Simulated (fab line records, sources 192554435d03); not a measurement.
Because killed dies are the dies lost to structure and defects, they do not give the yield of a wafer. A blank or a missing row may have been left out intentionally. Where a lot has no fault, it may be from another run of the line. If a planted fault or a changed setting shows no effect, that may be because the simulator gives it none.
3 desks, one fault :: flow n5Finfet :: what lay behind the numbers comes last; until then each desk has only its own

## FROM THE METROLOGY DESK
What the gauges read, lot by lot, whatever tool the lot ran on: means of the sampled wafers that have a number. Any lot whose mean is over 4 standard deviations away from the usual mean is out of limits and marked OUT; that distance is given in the brackets.
Columns: A = cdNm at N5_BEOL_M6_CD_MEAS_28, usual 39.98 nm; B = V5_OVL at N5_BEOL_M6_OVL_MEAS_29, usual 0.0 nm
lot: L666
first seen here: day 10 02:29
A: 39.86
B: -0.7

lot: L670
first seen here: day 11 07:43
A: 39.81
B: 0.8

lot: L672
first seen here: day 12 05:53
A: 39.99
B: 0.8

lot: L675
first seen here: day 12 09:07
A: 40.03
B: -0.2

lot: L674
first seen here: day 12 10:54
A: 40.00
B: -1.1

lot: L681
first seen here: day 14 01:18
A: 39.98
B: 0.5

lot: L682
first seen here: day 14 17:37
A: 40.01
B: -0.3
Finding of this desk: none of the 7 lots has anything out of limits.

## THE DEFECT DESK
What the inspections along the route counted, lot by lot: means of the sampled wafers that have a number. Any lot whose mean is over 4 standard deviations away from the usual mean is out of limits and marked OUT; that distance is given in the brackets.
Columns: A = rawDefectCount at N5_BEOL_M6_INSPECT_30, usual 432
lot: L666
first seen here: day 10 02:34
A: 297

lot: L670
first seen here: day 11 07:49
A: 478

lot: L672
first seen here: day 12 05:59
A: 480

lot: L675
first seen here: day 12 09:12
A: 385

lot: L674
first seen here: day 12 10:59
A: 366

lot: L681
first seen here: day 14 01:24
A: 406

lot: L682
first seen here: day 14 17:43
A: 569
Finding of this desk: none of the 7 lots has anything out of limits.

## DESK OF THE TOOL OWNER: rieDiel-05
The tool's own readings at N5_BEOL_M6_VIA_ETCH_34 (etches SiCOH lowk in C4F6/O2, target depth 126.3 nm, time 50.9 s): means of the sampled wafers that have a number, for each lot that ran on this tool. Any lot whose mean is over 4 standard deviations away from the usual mean is out of limits and marked OUT; that distance is given in the brackets.
Columns: A = drypumpMotorCurrentA at N5_BEOL_M6_VIA_ETCH_34, usual 5.5 A; B = oes_f_703_au at N5_BEOL_M6_VIA_ETCH_34, usual 0.75 a.u.; C = oesProductAu at N5_BEOL_M6_VIA_ETCH_34, usual 0.75 a.u.; D = rfVppV at N5_BEOL_M6_VIA_ETCH_34, usual 667 V; E = runLengthS at N5_BEOL_M6_VIA_ETCH_34, usual 74.4 s; F = showerheadPlenumPTorr at N5_BEOL_M6_VIA_ETCH_34, usual 2.83 Torr; G = throttleValvePct at N5_BEOL_M6_VIA_ETCH_34, usual 20.87 %
lot: L666
first seen here: day 10 04:01
A: 5.7
B: 0.74
C: 0.76
D: 672
E: 74.5
F: 2.89
G: 20.90

lot: L672
first seen here: day 12 06:11
A: 5.2
B: 0.73
C: 0.74
D: 669
E: 73.5
F: 2.78
G: 20.77

lot: L675
first seen here: day 12 09:26
A: 5.3
B: 0.79
C: 0.79
D: 666
E: 73.5
F: 2.92
G: 20.60

lot: L674
first seen here: day 12 11:12
A: 5.2
B: 0.72
C: 0.74
D: 669
E: 73.2
F: 2.78
G: 20.78
Finding of this desk: none of the 4 lots has anything out of limits.

## ALL TOGETHER
The metrology desk saw nothing out of limits.
The defect desk saw nothing out of limits.
The desk of the tool owner found nothing out of limits.

## WHAT THE SIMULATOR HAD INSERTED
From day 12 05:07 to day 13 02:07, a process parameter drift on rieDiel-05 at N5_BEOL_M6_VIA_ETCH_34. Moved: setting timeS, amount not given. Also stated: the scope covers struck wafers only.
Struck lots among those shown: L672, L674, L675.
